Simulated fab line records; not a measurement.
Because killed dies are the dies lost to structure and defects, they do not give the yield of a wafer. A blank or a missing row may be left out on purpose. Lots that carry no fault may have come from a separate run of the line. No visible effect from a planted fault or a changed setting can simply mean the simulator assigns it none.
Matching of chambers | flow nand harc | 4 sister chambers for NHARC_A_CONTACT_ETCH_75 on rie diel-01
The step etches the open film in CF4, target depth 39 nm, time 65 s. 14 wafers are shown with their chamber, then 7 later ones without.

WAFERS PAIRED WITH THEIR CHAMBERS
wafer  | chamber | showerhead plenum p Torr (Torr) | drypump motor current A (A) | rf vpp V (V)
L794.2 | 0       | 1.68                            | 6.0                         | 150.1
L794.5 | 1       | 1.90                            | 4.9                         | 153.6
L794.6 | 0       | 1.68                            | 6.0                         | 151.2
L800.1 | 3       | 1.69                            | 6.3                         | 150.7
L800.6 | 3       | 1.69                            | 6.3                         | 150.5
L801.3 | 3       | 1.69                            | 6.3                         | 150.8
L808.1 | 1       | 1.89                            | 5.0                         | 153.7
L808.3 | 3       | 1.69                            | 6.3                         | 150.6
L808.4 | 0       | 1.67                            | 6.0                         | 150.1
L805.2 | 2       | 1.77                            | 4.9                         | 151.3
L805.3 | 0       | 1.67                            | 6.0                         | 148.0
L805.5 | 3       | 1.69                            | 6.4                         | 150.6
L811.1 | 2       | 1.77                            | 4.9                         | 151.3
L811.4 | 1       | 1.89                            | 4.9                         | 152.5

SIGNATURES (averages over the wafers above)
reading                  | chamber 0 | chamber 1 | chamber 2 | chamber 3 | scatter within a chamber
showerhead plenum p Torr | 1.6750    | 1.8933    | 1.7700    | 1.6900    | 0.00408
drypump motor current A  | 6.000     | 4.933     | 4.900     | 6.320     | 0.0383
rf vpp V                 | 149.850   | 153.267   | 151.300   | 150.640   | 0.794
Rule: distance of a wafer from a chamber = root of the sum over the readings of ((wafer's reading minus chamber's mean) / reading's scatter) squared. The wafer belongs to the nearest chamber; if the next one is less than 2 further off, it can't be placed. How the scatter is found: for the shown wafers, subtract from each reading the mean of its chamber, square and add these, divide the total by (wafers less chambers), then take the root.

WAFERS WHOSE CHAMBER IS MISSING
wafer  | showerhead plenum p Torr (Torr) | drypump motor current A (A) | rf vpp V (V)
L811.5 | 1.77                            | 4.9                         | 151.2
L812.2 | 1.67                            | 6.0                         | 151.1
L812.5 | 1.89                            | 4.9                         | 150.5
L812.6 | 1.67                            | 6.0                         | 150.1
L814.1 | 1.67                            | 6.1                         | 149.0
L814.4 | 1.68                            | 6.3                         | 150.1
L814.5 | 1.67                            | 6.0                         | 150.6

THE CHAMBER EACH PASSED THROUGH
wafer  | from the rows above | in truth
L811.5 | 2                   | 2
L812.2 | 0                   | 0
L812.5 | 1                   | 1
L812.6 | 0                   | 0
L814.1 | 0                   | 0
L814.4 | 3                   | 3
L814.5 | 0                   | 0
Correct placement for 7 of the 7. Can't be placed from these rows: 0. Number placed wrongly: 0.
